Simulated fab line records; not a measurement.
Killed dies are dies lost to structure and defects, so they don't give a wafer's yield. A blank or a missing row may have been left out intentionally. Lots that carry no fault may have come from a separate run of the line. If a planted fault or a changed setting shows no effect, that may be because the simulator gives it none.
Split-lot trial :: flow n5 finfet :: 39 wafers read across 7 lots, on a route 1938 steps long

## THE SPLIT ITSELF
At N5_FIN_SAQP_PECVD_47 (deposits a-Si from SiH4/He, target thk 45 nm, time 36.3 s), the setting time s was moved away from the recipe's 36.3 s on 15 of the 39 wafers read, by -37.2% to +46.5%. For the rest of the wafers, this setting stayed at what the recipe calls for.

## FROM THE SPLIT TO THE READING: what the file shows between them, 4 steps
- N5_FIN_SAQP_PECVD_48: deposits SiNx from SiH4/NH3/N2, target thk 25 nm, time 22.1 s
- N5_FIN_SAQP_PECVD_06: deposits a-Si from SiH4/He, target thk 60 nm, time 48.1 s
- N5_FIN_SAQP_ETCH_57: etches SiNx in CH3F/O2, target depth 32.5 nm, time 46.4 s
- N5_FIN_SAQP_ETCH_65: etches SiO2 in CF4, target depth 4 nm, time 4.4 s

## THE READING
oes product au, in a.u., at N5_FIN_SAQP_MANDREL_ETCH_58 (etches a-Si in HBr/Cl2, stops on SiNx, target depth 45 nm, bt time 10 s, time 27 s). On this fab line, fault-free wafers typically give 0.693 a.u. with a standard deviation of 0.014 a.u.

wafer: L082.1
tool, chamber at the split: pecvd-03, 1
time s as run, s: 36.3
against the recipe: recipe
oes product au, a.u.: 0.671
against lot-mates on the recipe: -

wafer: L082.2
tool, chamber at the split: pecvd-03, 2
time s as run, s: 25.33
against the recipe: -30.2%
oes product au, a.u.: 0.588
against lot-mates on the recipe: -0.102

wafer: L082.3
tool, chamber at the split: pecvd-03, 0
time s as run, s: 25.33
against the recipe: -30.2%
oes product au, a.u.: 0.583
against lot-mates on the recipe: -0.107

wafer: L082.4
tool, chamber at the split: pecvd-03, 1
time s as run, s: 36.3
against the recipe: recipe
oes product au, a.u.: 0.692
against lot-mates on the recipe: -

wafer: L082.5
tool, chamber at the split: pecvd-03, 0
time s as run, s: 25.33
against the recipe: -30.2%
oes product au, a.u.: 0.587
against lot-mates on the recipe: -0.103

wafer: L082.6
tool, chamber at the split: pecvd-03, 2
time s as run, s: 36.3
against the recipe: recipe
oes product au, a.u.: 0.708
against lot-mates on the recipe: -

wafer: L083.1
tool, chamber at the split: pecvd-03, 2
time s as run, s: 36.3
against the recipe: recipe
oes product au, a.u.: 0.713
against lot-mates on the recipe: -

wafer: L083.2
tool, chamber at the split: pecvd-03, 1
time s as run, s: 53.18
against the recipe: +46.5%
oes product au, a.u.: 0.850
against lot-mates on the recipe: +0.150

wafer: L083.3
tool, chamber at the split: pecvd-03, 0
time s as run, s: 53.18
against the recipe: +46.5%
oes product au, a.u.: 0.861
against lot-mates on the recipe: +0.161

wafer: L083.4
tool, chamber at the split: pecvd-03, 1
time s as run, s: 53.18
against the recipe: +46.5%
oes product au, a.u.: 0.898
against lot-mates on the recipe: +0.198

wafer: L083.5
tool, chamber at the split: pecvd-03, 0
time s as run, s: 36.3
against the recipe: recipe
oes product au, a.u.: 0.703
against lot-mates on the recipe: -

wafer: L083.6
tool, chamber at the split: pecvd-03, 2
time s as run, s: 36.3
against the recipe: recipe
oes product au, a.u.: 0.683
against lot-mates on the recipe: -

wafer: L093.1
tool, chamber at the split: pecvd-02, 1
time s as run, s: 36.3
against the recipe: recipe
oes product au, a.u.: 0.690
against lot-mates on the recipe: -

wafer: L093.2
tool, chamber at the split: pecvd-02, 0
time s as run, s: 36.3
against the recipe: recipe
oes product au, a.u.: 0.675
against lot-mates on the recipe: -

wafer: L093.3
tool, chamber at the split: pecvd-02, 2
time s as run, s: 36.3
against the recipe: recipe
oes product au, a.u.: 0.703
against lot-mates on the recipe: -

wafer: L093.4
tool, chamber at the split: pecvd-02, 1
time s as run, s: 36.3
against the recipe: recipe
oes product au, a.u.: 0.719
against lot-mates on the recipe: -

wafer: L093.5
tool, chamber at the split: pecvd-02, 2
time s as run, s: 36.3
against the recipe: recipe
oes product au, a.u.: 0.711
against lot-mates on the recipe: -

wafer: L093.6
tool, chamber at the split: pecvd-02, 0
time s as run, s: 36.3
against the recipe: recipe
oes product au, a.u.: 0.676
against lot-mates on the recipe: -

wafer: L094.1
tool, chamber at the split: pecvd-02, 1
time s as run, s: 36.3
against the recipe: recipe
oes product au, a.u.: 0.689
against lot-mates on the recipe: -

wafer: L094.2
tool, chamber at the split: pecvd-02, 2
time s as run, s: 53.16
against the recipe: +46.4%
oes product au, a.u.: 0.847
against lot-mates on the recipe: +0.155

wafer: L094.3
tool, chamber at the split: pecvd-02, 0
time s as run, s: 53.16
against the recipe: +46.4%
oes product au, a.u.: 0.869
against lot-mates on the recipe: +0.177

wafer: L094.4
tool, chamber at the split: pecvd-02, 1
time s as run, s: 53.16
against the recipe: +46.4%
oes product au, a.u.: 0.871
against lot-mates on the recipe: +0.179

wafer: L094.5
tool, chamber at the split: pecvd-02, 0
time s as run, s: 36.3
against the recipe: recipe
oes product au, a.u.: 0.691
against lot-mates on the recipe: -

wafer: L094.6
tool, chamber at the split: pecvd-02, 2
time s as run, s: 36.3
against the recipe: recipe
oes product au, a.u.: 0.696
against lot-mates on the recipe: -

wafer: L095.2
tool, chamber at the split: pecvd-02, 2
time s as run, s: 36.3
against the recipe: recipe
oes product au, a.u.: 0.668
against lot-mates on the recipe: -

wafer: L095.3
tool, chamber at the split: pecvd-02, 0
time s as run, s: 36.3
against the recipe: recipe
oes product au, a.u.: 0.682
against lot-mates on the recipe: -

wafer: L095.4
tool, chamber at the split: pecvd-02, 0
time s as run, s: 36.3
against the recipe: recipe
oes product au, a.u.: 0.684
against lot-mates on the recipe: -

wafer: L096.1
tool, chamber at the split: pecvd-03, 2
time s as run, s: 22.8
against the recipe: -37.2%
oes product au, a.u.: 0.545
against lot-mates on the recipe: -0.149

wafer: L096.2
tool, chamber at the split: pecvd-03, 0
time s as run, s: 22.8
against the recipe: -37.2%
oes product au, a.u.: 0.557
against lot-mates on the recipe: -0.137

wafer: L096.3
tool, chamber at the split: pecvd-03, 1
time s as run, s: 22.8
against the recipe: -37.2%
oes product au, a.u.: 0.540
against lot-mates on the recipe: -0.154

wafer: L096.4
tool, chamber at the split: pecvd-03, 1
time s as run, s: 36.3
against the recipe: recipe
oes product au, a.u.: 0.687
against lot-mates on the recipe: -

wafer: L096.5
tool, chamber at the split: pecvd-03, 2
time s as run, s: 36.3
against the recipe: recipe
oes product au, a.u.: 0.706
against lot-mates on the recipe: -

wafer: L096.6
tool, chamber at the split: pecvd-03, 0
time s as run, s: 36.3
against the recipe: recipe
oes product au, a.u.: 0.690
against lot-mates on the recipe: -

wafer: L097.1
tool, chamber at the split: pecvd-03, 1
time s as run, s: 48.59
against the recipe: +33.9%
oes product au, a.u.: 0.843
against lot-mates on the recipe: +0.137

wafer: L097.2
tool, chamber at the split: pecvd-03, 2
time s as run, s: 36.3
against the recipe: recipe
oes product au, a.u.: 0.707
against lot-mates on the recipe: -

wafer: L097.3
tool, chamber at the split: pecvd-03, 0
time s as run, s: 36.3
against the recipe: recipe
oes product au, a.u.: 0.705
against lot-mates on the recipe: -

wafer: L097.4
tool, chamber at the split: pecvd-03, 2
time s as run, s: 48.59
against the recipe: +33.9%
oes product au, a.u.: 0.836
against lot-mates on the recipe: +0.130

wafer: L097.5
tool, chamber at the split: pecvd-03, 0
time s as run, s: 48.59
against the recipe: +33.9%
oes product au, a.u.: 0.853
against lot-mates on the recipe: +0.147

wafer: L097.6
tool, chamber at the split: pecvd-03, 1
time s as run, s: 36.3
against the recipe: recipe
oes product au, a.u.: 0.707
against lot-mates on the recipe: -

FIT RESULTS
A straight line over all 39 wafers: oes product au changes by +0.00383 a.u. for each +1% of time s; r = +0.99; the points scatter about the line by 0.015 a.u.
The same after taking each lot's own level away (the mean of its wafers on the recipe; 39 wafers): +0.00375 a.u. for each +1%; r = +0.99; scatter 0.013 a.u.
On that fit, the largest move of time s shifts the reading by 0.17 a.u.
Across the lots, their own levels run from 0.6780 to 0.7063 a.u., a range of 2.0 times the standard deviation given above.
The two slopes agree, so the slope changes little with the lot-to-lot level.
Check: with one of the wafers moved furthest among these (+46.5%) left out of the fit, the line predicts +0.177 a.u. for it against its lot-mates. It came out at +0.15 a.u. against them.

## THE WHOLE CHAIN: every reading that the file lists as answering this split, in the file's order
step: N5_FIN_SAQP_PECVD_47
what it does: deposits a-Si from SiH4/He, target thk 45 nm, time 36.3 s
reading: a-Si_of_FIN_SAQP_PECVD_47.thk nm (the simulator's own value, which no gauge read)
change (the file's fit): +0.459 nm for each +1% of the setting
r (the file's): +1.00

step: N5_FIN_SAQP_MANDREL_ETCH_58
what it does: etches a-Si in HBr/Cl2, stops on SiNx, target depth 45 nm, bt time 10 s, time 27 s
reading: oes product au
change (the file's fit): +0.00375 a.u. for each +1% of the setting
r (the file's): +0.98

step: N5_FIN_SAQP_MANDREL_ETCH_58
what it does: etches a-Si in HBr/Cl2, stops on SiNx, target depth 45 nm, bt time 10 s, time 27 s
reading: etch.depth nm (the simulator's own value, which no gauge read)
change (the file's fit): +0.459 nm for each +1% of the setting
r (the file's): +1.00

## FILE'S OWN FIT
oes product au changes by +0.00375 a.u. for each +1% of time s, r = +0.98.
